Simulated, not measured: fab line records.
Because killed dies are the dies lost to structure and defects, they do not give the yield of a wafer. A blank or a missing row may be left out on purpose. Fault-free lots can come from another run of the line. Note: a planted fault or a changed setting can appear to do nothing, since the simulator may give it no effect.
Which of the tools did it? + flow nand-harc + 33 wafers from 11 lots sampled at 6 of the route's 1159 steps

## WHAT THE GAUGES SHOWED, per wafer
NHARC_P_M1_INSPECT_11.
| lot  | measured     | on                | raw-defect-count |
|------|--------------|-------------------|------------------|
| L955 | day 5 19:16  | defect-inspect-01 | 3 2 0            |
| L956 | day 6 09:04  | defect-inspect-02 | 5 4 3            |
| L959 | day 6 18:29  | defect-inspect-02 | 4 6 5            |
| L961 | day 7 11:08  | defect-inspect-01 | 5 6 2            |
| L960 | day 7 13:09  | defect-inspect-01 | 8 3 5            |
| L965 | day 8 13:17  | defect-inspect-01 | 4 5 6            |
| L968 | day 9 07:31  | defect-inspect-02 | 1 4 2            |
| L973 | day 10 04:33 | defect-inspect-02 | 3 11 3           |
| L972 | day 10 04:52 | defect-inspect-02 | 1 2 5            |
| L978 | day 11 09:47 | defect-inspect-01 | 3 3 3            |
| L977 | day 11 10:34 | defect-inspect-01 | 6 1 6            |

NHARC_P_M2_CD_MEAS_09: target cd 170 nm.
| lot  | measured     | on        | cd-nm (nm)        |
|------|--------------|-----------|-------------------|
| L955 | day 5 23:26  | cd-sem-02 | 170.1 170.7 170.8 |
| L956 | day 6 13:07  | cd-sem-02 | 169.1 169.4 169.4 |
| L959 | day 6 22:26  | cd-sem-02 | 169.1 170.1 169.9 |
| L961 | day 7 15:19  | cd-sem-03 | 169.7 170.4 170.2 |
| L960 | day 7 17:07  | cd-sem-03 | 169.4 171.0 170.6 |
| L965 | day 8 17:21  | cd-sem-03 | 170.2 168.9 170.0 |
| L968 | day 9 11:28  | cd-sem-02 | 169.8 171.0 170.5 |
| L973 | day 10 08:38 | cd-sem-02 | 188.5 189.0 188.5 |
| L972 | day 10 08:53 | cd-sem-03 | 169.9 170.3 170.2 |
| L978 | day 11 13:56 | cd-sem-02 | 184.7 184.9 185.0 |
| L977 | day 11 14:38 | cd-sem-02 | 169.3 169.6 170.1 |

NHARC_END_SORT_01.
| lot  | measured     | on        | defect-limited-yield (%) | killed-at-array | killed-at-other | killed-at-periphery | killed-dies | killed-open | killed-short | sort_bin_2_pct (%) | sort_bin_3_pct (%) | sort_bin_4_pct (%) | sort-n-pass | sort-rim-yield-pct (%) | sort-yield-pct (%) |
|------|--------------|-----------|--------------------------|-----------------|-----------------|---------------------|-------------|-------------|--------------|--------------------|--------------------|--------------------|-------------|------------------------|--------------------|
| L978 | day 24 05:01 | prober-02 | 94.7                     | 33              | 0               | 3                   | 36          | 4           | 3            | 1.8                | 0.15               | 3.4                | 641         | 98.1                   | 94.7               |

## WHICH TOOL RAN EACH LOT (tool, then ch and the chambers of the sampled wafers, then the start)
| lot  | NHARC_P_M2_PEB_07                 | NHARC_P_M2_ETCH_15                            | NHARC_P_M2_ETCH_28                            |
|------|-----------------------------------|-----------------------------------------------|-----------------------------------------------|
| L955 | litho-track-04 ch 0, day 5 23:21  | rie-diel-03 ch 0,2, no start                  | rie-diel-03 ch 0,2,3, no start                |
| L956 | litho-track-01 ch 0, day 6 13:02  | rie-diel-03 ch 0,1,3, no start                | rie-diel-01 ch 0,1,2, no start                |
| L959 | litho-track-01 ch 0, day 6 22:22  | rie-diel-03 ch 1,2, no start                  | rie-diel-03 ch 0,1,3, no start                |
| L961 | litho-track-06 ch 0, day 7 15:14  | rie-diel-03 ch 1,3, no start                  | rie-diel-03 ch 1,2,3, no start                |
| L960 | litho-track-04 ch 0, day 7 17:02  | rie-diel-03 ch 1,2,3, no start                | rie-diel-03 ch 0,1,2, no start                |
| L965 | litho-track-04 ch 0, day 8 17:16  | rie-diel-03 ch 0,1, no start                  | rie-diel-07 ch 0,1,3, no start                |
| L968 | litho-track-06 ch 0, day 9 11:23  | rie-diel-03 ch 0,1,2, no start                | rie-diel-07 ch 1,2,3, no start                |
| L973 | litho-track-06 ch 0, day 10 08:34 | rie-diel-03 ch 1,2,3, no start                | rie-diel-03 ch 0,1,2, no start                |
| L972 | litho-track-01 ch 0, day 10 08:48 | rie-diel-03 ch 0,3, no start                  | rie-diel-03 ch 2,3, no start                  |
| L978 | litho-track-06 ch 0, day 11 13:52 | rie-diel-03 ch 1,2,3, day 24 05:01 or earlier | rie-diel-03 ch 1,2,3, day 24 05:01 or earlier |
| L977 | litho-track-04 ch 0, day 11 14:33 | rie-diel-03 ch 0,1,3, no start                | rie-diel-03 ch 1,2, no start                  |
- NHARC_P_M2_PEB_07: peb time 65 s.
- NHARC_P_M2_ETCH_15: etches the open film in C4F8/Ar, target depth 182.5 nm, time 91.2 s.
- NHARC_P_M2_ETCH_28: etches the open film in CF4/N2, target depth 30 nm, time 72.99 s.

## WHAT THE TOOLS THEMSELVES READ (means of the sampled wafers that have a number; where no wafer has one, the mark that the record gives instead)
NHARC_P_M2_PEB_07.
| lot  | tool           | chill-plate-temp-C (C) | heater-power-total-W (W) | plate-temp-C (C) |
|------|----------------|------------------------|--------------------------|------------------|
| L955 | litho-track-04 | 23.06                  | 156.7                    | 100.08           |
| L956 | litho-track-01 | 22.92                  | 156.9                    | 99.82            |
| L959 | litho-track-01 | 22.95                  | 156.8                    | 99.90            |
| L961 | litho-track-06 | 22.93                  | 156.7                    | 100.06           |
| L960 | litho-track-04 | 23.12                  | 157.0                    | 100.23           |
| L965 | litho-track-04 | 23.10                  | 157.1                    | 100.03           |
| L968 | litho-track-06 | 23.16                  | 156.7                    | 99.98            |
| L973 | litho-track-06 | 23.04                  | 169.8                    | 106.16           |
| L972 | litho-track-01 | 22.87                  | 156.4                    | 100.11           |
| L978 | litho-track-06 | 23.00                  | 169.8                    | 106.02           |
| L977 | litho-track-04 | 22.98                  | 156.4                    | 99.93            |

NHARC_P_M2_ETCH_15.
| lot  | tool        | oes-product-au (a.u.) | rf-vpp-V (V) |
|------|-------------|-----------------------|--------------|
| L955 | rie-diel-03 | 0.965                 | 444.0        |
| L956 | rie-diel-03 | 0.962                 | 443.1        |
| L959 | rie-diel-03 | 0.918                 | 444.7        |
| L961 | rie-diel-03 | 0.966                 | 443.6        |
| L960 | rie-diel-03 | 0.967                 | 442.9        |
| L965 | rie-diel-03 | 0.972                 | 443.8        |
| L968 | rie-diel-03 | 0.970                 | 444.8        |
| L973 | rie-diel-03 | 0.974                 | 442.9        |
| L972 | rie-diel-03 | 0.977                 | 442.3        |
| L978 | rie-diel-03 | 0.954                 | 443.4        |
| L977 | rie-diel-03 | 0.966                 | 442.6        |

NHARC_P_M2_ETCH_28.
| lot  | tool        | drypump-motor-current-A (A) | oes-product-au (a.u.) | rf-vpp-V (V) | showerhead-plenum-p-Torr (Torr) | throttle-valve-pct (%) |
|------|-------------|-----------------------------|-----------------------|--------------|---------------------------------|------------------------|
| L955 | rie-diel-03 | 5.57                        | 1.001                 | 315.6        | 2.73                            | 19.795                 |
| L956 | rie-diel-01 | 6.03                        | 1.003                 | 313.6        | 2.59                            | 19.785                 |
| L959 | rie-diel-03 | 5.47                        | 1.003                 | 316.0        | 2.72                            | 19.799                 |
| L961 | rie-diel-03 | 5.57                        | 1.001                 | 316.2        | 2.73                            | 19.793                 |
| L960 | rie-diel-03 | 5.55                        | 0.998                 | 317.0        | 2.77                            | 19.802                 |
| L965 | rie-diel-07 | 5.76                        | 0.997                 | 313.4        | 2.57                            | 19.779                 |
| L968 | rie-diel-07 | 5.75                        | 0.993                 | 313.9        | 2.62                            | 19.791                 |
| L973 | rie-diel-03 | 5.55                        | 1.005                 | 316.4        | 2.77                            | 19.797                 |
| L972 | rie-diel-03 | 5.67                        | 0.993                 | 315.6        | 2.74                            | 19.785                 |
| L978 | rie-diel-03 | 5.56                        | 1.007                 | 315.6        | 2.73                            | 19.797                 |
| L977 | rie-diel-03 | 5.55                        | 0.998                 | 316.1        | 2.77                            | 19.799                 |

## THE ANSWER, worked out from the rows above alone
Rule: the usual values come from the lots themselves. Put in order of their means at a reading, lots are off if they are a third of the lots or fewer, leave a main group of 4 or more, and stand apart from it by a gap of 3 or more times the standard deviation of the main group's means; of several such gaps the widest counts. If all means in a main group match to the digits the tables above print for the reading, that group is not used. Also off: a lot with no number at a reading for which 4 or more lots have one. The other lots that the step has rows for count as sound. After the gauges, taken in route order, come the tools' own readings; for these a lot's mean is taken, as printed above. At the first step where some lot is off, the reading lying furthest off is the one used; lots without a number count as furthest.
Off: L973, L978, at NHARC_P_M2_CD_MEAS_09 (cd-nm). Main group: mean 170.0 nm, sd 0.39.
A tool fits if, at a process step before that reading, it ran every lot that is off, and no sound lot after the first of them. Not tried: the gauges at NHARC_P_M2_CD_MEAS_09; whatever is off there is also off at NHARC_P_M2_PEB_07, on other tools, and gauge error can't account for it. One candidate fits, namely litho-track-06 at NHARC_P_M2_PEB_07. Its last sound lot is L968 (day 9 11:23), its first lot that is off L973 (day 10 08:34): a fault that began between those two fits.
The tool's own readings at NHARC_P_M2_PEB_07 bear it out: on the lots that are off they differ by more than 5 times the standard deviation of the sound lots' means. heater-power-total-W reads 169.8 W there against 156.7 W on the sound lots; plate-temp-C reads 106.09 C there against 100.02 C on the sound lots.

## WHAT THE SIMULATOR PUT IN
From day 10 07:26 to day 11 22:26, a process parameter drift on litho-track-06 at NHARC_P_M2_PEB_07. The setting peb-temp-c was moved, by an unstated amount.
Struck lots among those shown: L973, L978. Same finding as the rule above.
